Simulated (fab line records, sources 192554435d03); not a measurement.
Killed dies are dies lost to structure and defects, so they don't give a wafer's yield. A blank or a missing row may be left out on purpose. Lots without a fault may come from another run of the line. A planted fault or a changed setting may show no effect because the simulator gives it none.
fab line records | flow n5_finfet
record lots=4 wafers=12 last_day=17
route steps=1938 shown BEOL_M2@872 PASSIVATION@1936
lots that met no fault: from a run of the same line without faults
start_h: hours from the record's first day to the start of the lot's first wafer shown | wait_h: hours since the lot's step before | " the same as in the row above | L1.1+2: a row that stands for several wafers | - no value, or no start given | * or withheld: withheld | < > ~ a bound
route shown NAME@n: a module of which the file shows steps, and the number in the route of the first | usual: mean/standard deviation of fault-free wafers | same: alike in all rows | chamber/n: place in a boat | sites: the reading at each site | _std_site: their standard deviation | _edge_site: outer sites' mean less inner sites' | radius_mm: how far each site lies from the wafer's centre | mask NAME#n: copy n | behind: the tool/chamber that last shaped the wafer | hold: why the lot was held/for how many hours/how that ended | device: the transistor (n, p or np) that didn't switch | end of line: the same wafers' tests at the end of the route | a step without rows: its recipe alone | killed: dies lost to structure and defects at the first sort, not the wafer's yield | map: a wafer's dies, x killed, . not, _ none there
set.NAME: the setting as run; set.NAME@STEP: as run at that earlier step | model.NAME: the simulator's own value behind a step, which no gauge read
lots at some steps of the route; a table a step, a row a wafer
services: from which hour (start_h, from the record's first day; less than 0 if before it) a tool's chamber was out of use, for how many hours, and why
## steps
# step N5_BEOL_M2_SOFTBAKE_23
# recipe temp_c=110 time_s=60 resist=CAR-EUV
# step N5_BEOL_M2_EXPOSE_25
# recipe mask_id=V1 na=0.33 source_shape=quasar sigma_inner=0.2 sigma_outer=0.8 polarization=unpolarized defocus_nm=5 dose_mj=63
# step N5_BEOL_M2_PEB_26
# recipe peb_temp_c=100 peb_time_s=60 resist=CAR-EUV
# step N5_BEOL_M2_DEVELOP_27
# recipe develop_time_s=30 developer=TMAH resist=CAR-EUV rinse_liquid=surfactant_rinse dry=air_spin dev_temp_c=23
# step N5_BEOL_M2_DESCUM_33
# recipe chemistry=O2 time_s=7 source_power_w=50 bias_power_w=20 pressure_mtorr=20 rf_frequency_hz=2.712e+07 temp_c=40 resist=CAR-EUV o2_flow_sccm=225
# step N5_BEOL_M2_ETCH_77
# recipe chemistry=N2/H2 target=underlayer target_depth_a=65 mask_material=CAR-EUV time_s=5.2 ion_energy_ev=200 pressure_mtorr=30 source_w=840 bias_w=150 n2_flow_sccm=200 h2_flow_sccm=200 ends=cleared
# step N5_BEOL_M2_ETCH_69
# recipe chemistry=CF4 target=SiARC target_depth_a=156 mask_material=CAR-EUV time_s=26 ion_energy_ev=80 pressure_mtorr=40 source_w=545 bias_w=36 Ar_flow_sccm=100 cf4_flow_sccm=100 ends=cleared
# step N5_BEOL_M2_ALD_98
# recipe material=SiO2 target_thk_a=25 temp_c=100 ald_precursor_family=BDEAS ald_co_reactant=O2-plasma pulse_time_s=1 co_reactant_pulse_time_s=1 purge_time_s=2 co_reactant_purge_time_s=2 ald_cycles=17 pressure_torr=2
# step N5_BEOL_M2_ETCHBACK_99
# recipe chemistry=CHF3 target=SiO2 target_depth_a=50 time_s=10.4 source_w=215 bias_w=47 Ar_flow_sccm=200 CHF3_flow_sccm=12 ion_energy_ev=100 pressure_mtorr=30
# step N5_BEOL_M2_ETCH_70
# recipe chemistry=N2/H2 target=SOC target_depth_a=800 overetch_a=240 mask_material=SiARC temp_c=40 time_s=130 ion_energy_ev=200 pressure_mtorr=30 source_w=840 bias_w=150 n2_flow_sccm=200 h2_flow_sccm=200
# usual drypump_motor_current_A=5.6/0.46 oes_product_au=0.59/0.064 rf_vpp_V=524.8/2.7 showerhead_plenum_p_Torr=2.57/0.091 throttle_valve_pct=17.74/0.22
# columns lot.wafer tool chamber start_h wait_h drypump_motor_current_A oes_product_au rf_hours_counter_h rf_vpp_V showerhead_plenum_p_Torr throttle_valve_pct
L454.3 rie_diel-02 0 209.88 0.0 6.3 0.60 92 523.8 2.54 17.77
L454.4 " 0 " " 6.3 0.59 - 526.3 2.54 17.78
L454.6 " 2 " " 5.2 0.56 - 528.2 2.64 17.57
L453.1 rie_diel-03 2 219.68 0.0 5.2 0.52 197 520.3 2.40 17.90
L453.3 " 3 " " 4.9 0.66 22 528.7 2.70 17.58
L453.6 " 0 " " 5.0 0.61 - 525.8 2.56 17.51
L460.2 rie_diel-02 0 240.97 0.0 6.3 0.59 103 525.1 2.54 17.80
L460.4 " 2 " " 5.2 0.54 145 528.1 2.63 17.58
L460.6 " 2 " " 5.2 0.54 - 526.0 2.63 17.59
L462.2 rie_diel-02 0 262.46 0.0 6.3 0.58 109 524.3 2.53 17.82
L462.4 " 1 " " 5.5 0.68 16 521.5 2.51 17.91
L462.5 " 1 " " 5.5 0.69 - 521.1 2.51 17.92
# step N5_BEOL_M2_STRIP_71
# recipe chemistry=N2/H2 temp_c=40 n2_flow_sccm=200 h2_flow_sccm=200 rf_frequency_hz=6e+07
# step N5_BEOL_M2_STRIP_78
# recipe chemistry=N2/H2 temp_c=40 n2_flow_sccm=200 h2_flow_sccm=200 rf_frequency_hz=6e+07
# step N5_BEOL_M2_VIA_ETCH_34
# recipe chemistry=C4F6/O2 target_depth_a=694 mask_material=SOC pressure_mtorr=15 ion_energy_ev=250 taper_deg=4 time_s=65.9 source_w=350 bias_w=170 Ar_flow_sccm=300 C4F6_flow_sccm=10 O2_flow_sccm=10
# step N5_BEOL_M2_STRIP_83
# recipe chemistry=C4F6/O2 resist=SiARC rf_frequency_hz=6e+07
# step N5_BEOL_M2_STRIP_36
# recipe chemistry=N2/H2 power_w=450 temp_c=40 pressure_mtorr=20 rf_frequency_hz=6e+07 overash_fraction=0.3 bias_power_w=7 h2_frac=0.5 n2_flow_sccm=200 h2_flow_sccm=200
# step N5_BEOL_M2_TRENCH_ETCH_37
# recipe chemistry=C4F6/O2 target_depth_a=555.55 target=SiOC time_s=29.2 ion_energy_ev=250 pressure_mtorr=30 source_w=355 bias_w=185 Ar_flow_sccm=300 C4F6_flow_sccm=10 O2_flow_sccm=10
# step N5_BEOL_M2_ETCH_41
# recipe chemistry=CH3F/O2 target=SiCN target_depth_a=299 taper_deg=2 time_s=52.5 ion_energy_ev=120 mask_material=TiN pressure_mtorr=30 source_w=395 bias_w=75 Ar_flow_sccm=150 CH3F_flow_sccm=30 O2_flow_sccm=20
# step N5_BEOL_M2_STRIP_97
# recipe chemistry=N2/H2 time_s=10 power_w=450 temp_c=40 pressure_mtorr=20 rf_frequency_hz=6e+07 bias_power_w=7 n2_flow_sccm=200 h2_flow_sccm=200
# step N5_BEOL_M2_HM_STRIP_39
# recipe chemistry=peroxide_tin_strip material=TiN target_depth_a=250 temp_c=50 time_s=158
# step N5_BEOL_M2_SRD_40
# recipe time_s=30 temp_c=23 rinse_liquid=diw dry=ipa_marangoni
# step N5_BEOL_M2_PRECLEAN_42
# recipe chemistry=residue_remover time_s=60 temp_c=40
# step N5_BEOL_M2_SRD_43
# recipe time_s=30 temp_c=23 rinse_liquid=diw dry=ipa_marangoni
# step N5_BEOL_M2_DEGAS_44
# recipe ambient=vacuum temp_c=250 time_s=60
# step N5_BEOL_M2_PRE_CLEAN_45
# recipe gas=H2/He time_s=30 temp_c=250
# step N5_BEOL_M2_ALD_84
# recipe material=TaN target_thk_a=* temp_c=275 ald_precursor_family=PDMAT ald_co_reactant=NH3 pressure_torr=3 carrier_flow_sccm=1500 pulse_time_s=2 purge_time_s=3 co_reactant_purge_time_s=2 co_reactant_pulse_time_s=3 ald_cycles=30 precursor_vessel_temp_c=75 precursor_vessel_pressure_torr=26.25 precursor_vessel_carrier_sccm=1000
# step N5_BEOL_M2_SURFACE_TREAT_85
# recipe gas=Ar time_s=* ion_energy_ev=* ion_current_ma_cm2=0.5 pressure_mtorr=* ar_flow_sccm=30
# step N5_BEOL_M2_CVD_47
# recipe material=Co target_thk_a=30 temp_c=withheld precursor=CCTBA/H2 pressure_torr=30 time_s=223.8
# step N5_BEOL_M2_SPUTTER_48
# recipe material=Cu target_thk_a=45 temp_c=-20 chamber_pressure_pa=0.07 power_w=withheld time_s=8.29
# step N5_BEOL_M2_ANNEAL_49
# recipe temp_c=400 time_s=240 ambient=vacuum
# step N5_BEOL_M2_SPUTTER_79
# recipe material=Cu target_thk_a=45 temp_c=-20 chamber_pressure_pa=0.07 power_w=withheld time_s=8.29
# step N5_BEOL_M2_ANNEAL_80
# recipe temp_c=400 time_s=240 ambient=vacuum
# step N5_BEOL_M2_SPUTTER_81
# recipe material=Cu target_thk_a=45 temp_c=-20 chamber_pressure_pa=0.07 power_w=withheld time_s=8.29
# step N5_BEOL_M2_ANNEAL_82
# recipe temp_c=400 time_s=240 ambient=vacuum
# step N5_BEOL_M2_SPUTTER_86
# recipe material=Cu target_thk_a=45 temp_c=-20 chamber_pressure_pa=0.07 power_w=withheld time_s=8.29
# step N5_BEOL_M2_ANNEAL_87
# recipe temp_c=400 time_s=240 ambient=vacuum
# step N5_BEOL_M2_SPUTTER_88
# recipe material=Cu target_thk_a=45 temp_c=-20 chamber_pressure_pa=0.07 power_w=withheld time_s=8.29
# step N5_BEOL_M2_ANNEAL_89
# recipe temp_c=400 time_s=240 ambient=vacuum
# step N5_PASSIVATION_PROBE_49
# usual defect_limited_yield=91.2/1.4 killed_at_M0_to_M3=34/9.3 killed_at_M4_up=14/5.9 killed_at_contacts=14/5.7 killed_at_front_end=38/10 killed_at_other=4/3.2 killed_dies=104/17 killed_on_rim=14/4 killed_open=67/13 killed_short=33/6.9 sort_bin_5_function=5.2/1 sort_bin_6_memory=3.3/0.61 sort_bin_8_speed=0.3/1.8 sort_n_pass=1069/52 sort_yield_pct=91/4.4
# same gross_dies=1180 killed_at_back_side=0 sort_bin_4_leakage[%]=0
# columns lot.wafer tool chamber start_h wait_h defect_limited_yield[%] killed_at_M0_to_M3 killed_at_M4_up killed_at_contacts killed_at_front_end killed_at_other killed_dies killed_on_rim killed_open killed_short sort_bin_5_function[%] sort_bin_6_memory[%] sort_bin_8_speed[%] sort_n_pass sort_yield_pct[%]
L454.3 prober-01 - 350.49 1.0 90.1 43 16 19 34 5 117 21 71 45 5.4 4.2 0 1063 90
L454.4 prober-01 - 350.54 1.1 89.6 61 12 7 42 1 123 11 72 48 6.1 3.5 0 1057 90
L454.6 prober-01 - 350.64 1.2 91.4 40 14 6 33 8 101 12 69 29 4.5 3.8 0 1079 91
L453.3 prober-01 - 372.05 0.1 90.6 46 15 12 31 7 111 16 73 32 5.4 4.0 0 1069 91
L453.6 prober-01 - 372.20 0.3 93.5 21 13 5 36 2 77 8 42 30 2.9 3.3 0 1103 93
L462.2 prober-01 - 408.73 0.1 82.5 122 11 28 44 2 207 36 60 32 11.4 3.0 0 973 82
L462.4 prober-01 - 408.83 0.2 77.8 207 11 6 33 5 262 16 57 40 13.4 4.6 0 918 78
L462.5 prober-01 - 408.88 0.2 79.5 174 9 14 38 7 242 10 51 32 12.1 4.3 0 938 79
L460.2 prober-02 - 416.78 0.1 83.2 141 6 21 26 4 198 34 53 42 9.7 3.4 0 982 83
L460.4 prober-02 - 416.88 0.2 86.9 108 12 12 20 3 155 28 59 28 7.7 3.1 0 1025 87
L460.6 prober-02 - 416.98 0.3 80.8 113 4 25 26 59 227 43 59 20 14.2 2.4 0 953 81
# killed by level:class
L454.3 BEOL_M0_SAQP:geometric_particle:open=17 MOL_CONTACT_COAG:geometric_particle:open=14 BEOL_M0_SAQP:geometric_particle:short=11 FIN_SAQP:geometric_particle:short=10 STI_FIN_REVEAL:geometric_particle:open=6 BEOL_M4:geometric_particle:open=6 MOL_CONTACT_COAG:geometric_particle:short=5 BEOL_M2:geometric_particle:open=5
L454.4 BEOL_M0_SAQP:geometric_particle:short=24 STI_FIN_REVEAL:geometric_particle:open=16 BEOL_M0_SAQP:geometric_particle:open=15 BEOL_M2:geometric_particle:open=11 FIN_SAQP:geometric_particle:short=10 FIN_SAQP:geometric_particle:open=5 BEOL_M4:geometric_particle:open=5 MOL_CONTACT_COAG:geometric_particle:open=4
L454.6 BEOL_M0_SAQP:geometric_particle:open=17 STI_FIN_REVEAL:geometric_particle:open=8 BEOL_M0_SAQP:geometric_particle:short=8 MOL_CONTACT_COAG:geometric_particle:open=6 BEOL_M2:geometric_particle:open=6 BEOL_M3:geometric_particle:open=6 BEOL_M4:geometric_particle:open=5 FIN_SAQP:geometric_particle:open=4
L453.3 BEOL_M0_SAQP:geometric_particle:open=14 BEOL_M3:geometric_particle:open=10 MOL_CONTACT_COAG:geometric_particle:open=8 BEOL_M0_SAQP:geometric_particle:short=7 FIN_SAQP:geometric_particle:open=6 FIN_SAQP:geometric_particle:short=6 DUMMY_GATE:geometric_particle:open=5 BEOL_M1:geometric_particle:open=5
L453.6 DUMMY_GATE:geometric_particle:open=7 FIN_SAQP:geometric_particle:short=6 STI_FIN_REVEAL:geometric_particle:open=6 BEOL_M0_SAQP:geometric_particle:open=6 BEOL_M0_SAQP:geometric_particle:short=5 FIN_SAQP:geometric_particle:open=4 STARTING-WAFER:geometric_particle:short=4 SDB:geometric_particle:short=3
L462.2 BEOL_M2:unspecified=88 MOL_CONTACT_COAG:area_etch=21 BEOL_M3:geometric_particle:open=16 FIN_SAQP:geometric_particle:open=7 GATE_CUT:geometric_particle:short=7 GATE_CUT:geometric_particle:open=7 STI_FIN_REVEAL:geometric_particle:open=5 BEOL_M0_SAQP:geometric_particle:open=5
L462.4 BEOL_M2:unspecified=160 BEOL_M0_SAQP:geometric_particle:short=20 BEOL_M0_SAQP:geometric_particle:open=10 BEOL_M3:geometric_particle:open=8 DUMMY_GATE:geometric_particle:open=7 STI_FIN_REVEAL:geometric_particle:open=4 MOL_CONTACT_COAG:geometric_particle:open=4 STARTING-WAFER:geometric_particle:open=4
L462.5 BEOL_M2:unspecified=153 MOL_CONTACT_COAG:geometric_particle:open=13 BEOL_M0_SAQP:geometric_particle:short=9 STI_FIN_REVEAL:geometric_particle:open=7 BEOL_M0_SAQP:geometric_particle:open=5 STARTING-WAFER:geometric_particle:short=4 DUMMY_GATE:geometric_particle:open=3 GATE_CUT:geometric_particle:short=3
L460.2 BEOL_M2:unspecified=86 BEOL_M1:geometric_particle:open=20 MOL_CONTACT_COAG:area_etch=14 BEOL_M0_SAQP:geometric_particle:short=8 GATE_CUT:geometric_particle:short=7 BEOL_M2:geometric_particle:open=6 MOL_CONTACT_COAG:geometric_particle:open=5 FIN_SAQP:geometric_particle:short=4
L460.4 BEOL_M2:unspecified=64 BEOL_M2:geometric_particle:open=11 MOL_CONTACT_COAG:geometric_particle:open=11 BEOL_M0_SAQP:geometric_particle:short=9 BEOL_M3:geometric_particle:open=7 BEOL_M0_SAQP:geometric_particle:open=6 STI_FIN_REVEAL:geometric_particle:open=5 FIN_SAQP:geometric_particle:open=4
L460.6 BEOL_M2:unspecified=71 PASSIVATION:area_etch=53 MOL_CONTACT_COAG:area_etch=20 BEOL_M0_SAQP:geometric_particle:open=12 BEOL_M1:geometric_particle:open=10 FIN_SAQP:geometric_particle:open=7 BEOL_M0_SAQP:geometric_particle:short=7 MOL_CONTACT_COAG:geometric_particle:open=5
# map L460.6 (x killed, . not)
_________________.x...xx.x...________________
______________.......xx..xxx...._____________
___________xx.....x......x...x.....__________
__________...x...xxx.....x.........x_________
________x.x.....x..x..xx.............._______
_______....x.x.......x.........x.......______
______....x.............x...x.....x....._____
_____..............x.................x...____
____....x.....xx.........x...x...x....x...___
___x............x...x..........x........x..__
___.....x.............x..x..x..x...........__
__................x.............x........xx._
__x....................................x...._
_...x.....x.....x...x.......x..............x.
_..x......x..................................
_xx.x..........................x....xx.......
_xxxx..x......x.x.......x...x........x.....x.
_xxxxx..............x...............x........
_xxxx..........x.....x.............x..x......
_.xx..............x..........................
_...x...xx...x....x.xx...........xx......x...
__........x..................x........x....._
__..x.x.....x.....xx....x....x............x._
___x.x.x..........x.............x..........__
___...............xx........x.....x........__
____....x.....x.x....xx.x......x.x...x....___
_____...xx.........x.......x..x..xxxx....____
______.......x.x...x.........xxxxxxxxxx._____
_______.......x............xxxxxxxxxxxx______
________.....x......x.....x.xxxxxxxxxx_______
__________x..x.x........xx.xxxxxxxxx_________
___________...x.........x.xxxxxxxxx__________
______________.x.........xxxxxxx_____________
_________________.....x..xxxx________________
# map L462.4 (x killed, . not)
_________________..x.........________________
______________......x..........._____________
___________....x....x..x....x..xx.x__________
__________..............x..........._________
________....x..x.x....x..............._______
_______..........x.....................______
______.................................._____
_____.....x.............................x____
____.....x...............x..x..........x..___
___..x.........................x.......x...__
___..x..x.......x.........x..x.............__
__.....................................x...x_
__........x...........x.....xx..x..........._
_x......x..............x...x.................
_x.xx...............x.x....x.................
_.x...x.......x.x..xx.xxxx...............x...
_..............xxxxxxxxxxxxxx.x.......x....x.
_x............x.xxxxxxxxxxxxx.x............x.
_..x...........xxxxxxxxxxxxxx..............x.
_x...x...x..x.xxxxxxxxxxxxxxx.x......x.......
_...x.x..x......xxxxxxxxxxxxxx.x......x......
__x...........xxxxxxxxxxxxxxxxx.........x..._
__.........x..x.xxxxxxxxxxxxxx........x....._
___..........xxx.xxxxxxxxxxxxxx............__
___............xxxxxxxxxxxxxx.x.x..........__
____....x.......x.xxxxxxxxxx..............___
_____.......x...x..x..xxxxx........x..x..____
______........x..x..x.x.x......x........_____
_______........x..x.....x..............______
________...............x...x...x....xx_______
__________...............x.x........_________
___________....x.xx..x.x...........__________
______________x................._____________
_________________.......x.x..________________
## services
# columns tool chamber start_h hours kind
rie_diel-02 1 191.74 - clean
rie_diel-02 1 191.74 - consumable_replace:focus_ring
rie_diel-02 1 191.74 22.8 scheduled_down
rie_diel-02 1 191.74 22.8 vent_cycle
rie_diel-03 0 201.11 2.7 repair
## key
first_sign step=N5_PASSIVATION_PROBE_49 reading=killed_at_M0_to_M3 direction=up sigmas=12 usual=34 struck=144
effect step=N5_PASSIVATION_PROBE_49 reading=killed_dies direction=up sigmas=6.5 usual=104 struck=215
more_kills_born_at N5_BEOL_M2_ETCH_70@rie_diel-02=622
met_at N5_BEOL_M2_ETCH_70
struck_wafers L460.2,L460.4,L460.6,L462.2,L462.4,L462.5
baseline_loss step=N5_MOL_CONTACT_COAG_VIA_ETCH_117 wafers=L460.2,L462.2
baseline_loss step=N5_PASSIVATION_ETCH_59 wafers=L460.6
onset_between 209.88 240.97
also_fits time
fault kind=chamber_particle_source tool=rie_diel-02 chamber=- onset_h=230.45 steps=N5_BEOL_M2_ETCH_70 rate_per_visit_cm2=1.7735 end_h=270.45
# baseline_loss: these wafers lose ten dies or more at that step, a loss of the line's own and not of a fault; the sort's usual values leave them out
